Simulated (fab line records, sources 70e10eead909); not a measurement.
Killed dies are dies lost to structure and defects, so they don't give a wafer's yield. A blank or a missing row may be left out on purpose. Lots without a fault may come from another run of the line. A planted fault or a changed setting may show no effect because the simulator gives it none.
Chamber matching | flow nand_harc | NHARC_P_M2_ETCH_35 on rie_diel-08: 4 sister chambers
The step etches the open film in N2/H2, target depth 40 nm, overetch 12 nm, time 43.94 s. 16 wafers are shown with their chamber, then 8 later ones without.

WAFERS WITH THEIR CHAMBER
wafer  | chamber | showerhead_plenum_p_Torr (Torr) | drypump_motor_current_A (A) | rf_vpp_V (V)
L077.1 | 2       | 2.07                            | 5.82                        | 431.9
L077.5 | 0       | 2.11                            | 5.68                        | 433.2
L077.6 | 1       | 2.00                            | 5.95                        | 430.7
L079.2 | 3       | 1.91                            | 5.69                        | 426.0
L079.4 | 0       | 2.11                            | 5.67                        | 433.7
L079.5 | 2       | 2.08                            | 5.81                        | 431.4
L082.1 | 0       | 2.11                            | 5.70                        | 434.2
L082.4 | 3       | 1.91                            | 5.68                        | 427.2
L082.5 | 2       | 2.07                            | 5.81                        | 430.1
L086.1 | 3       | 1.91                            | 5.73                        | 428.1
L086.2 | 1       | 2.00                            | 5.95                        | 429.3
L086.5 | 0       | 2.11                            | 5.70                        | 432.3
L085.1 | 2       | 2.07                            | 5.81                        | 431.0
L085.4 | 0       | 2.11                            | 5.68                        | 431.9
L085.5 | 0       | 2.11                            | 5.70                        | 432.8
L093.1 | 0       | 2.11                            | 5.71                        | 433.0

SIGNATURES (means of the wafers above)
reading                  | chamber 0 | chamber 1 | chamber 2 | chamber 3 | scatter within a chamber
showerhead_plenum_p_Torr | 2.1100    | 2.0000    | 2.0725    | 1.9100    | 0.0025
drypump_motor_current_A  | 5.6914    | 5.9500    | 5.8125    | 5.7000    | 0.0152
rf_vpp_V                 | 433.014   | 430.000   | 431.100   | 427.100   | 0.849
Rule: a wafer's distance from a chamber is the root of the sum, over the readings, of the square of ((its reading less the chamber's mean) divided by the reading's scatter). The wafer belongs to the nearest chamber; if the next one is less than 2 further off, it can't be placed. The scatter: the root of (the sum of the squares of (reading less its chamber's mean) over the shown wafers, divided by (wafers less chambers)).

WAFERS WITHOUT THEIR CHAMBER
wafer  | showerhead_plenum_p_Torr (Torr) | drypump_motor_current_A (A) | rf_vpp_V (V)
L093.3 | 1.91                            | 5.68                        | 428.1
L093.5 | 1.91                            | 5.66                        | 427.1
L095.1 | 1.99                            | 5.94                        | 429.1
L095.3 | 2.11                            | 5.73                        | 431.9
L095.4 | 1.91                            | 5.68                        | 426.9
L097.1 | 1.91                            | 5.68                        | 426.8
L097.5 | 1.91                            | 5.67                        | 426.5
L097.6 | 2.11                            | 5.71                        | 430.5

WHICH CHAMBER EACH WENT THROUGH
wafer  | from the rows above | in truth
L093.3 | 3                   | 3
L093.5 | 3                   | 3
L095.1 | 1                   | 1
L095.3 | 0                   | 0
L095.4 | 3                   | 3
L097.1 | 3                   | 3
L097.5 | 3                   | 3
L097.6 | 0                   | 0
Placed correctly: 8 of 8. Can't be placed from these rows: 0. Placed wrongly: 0.
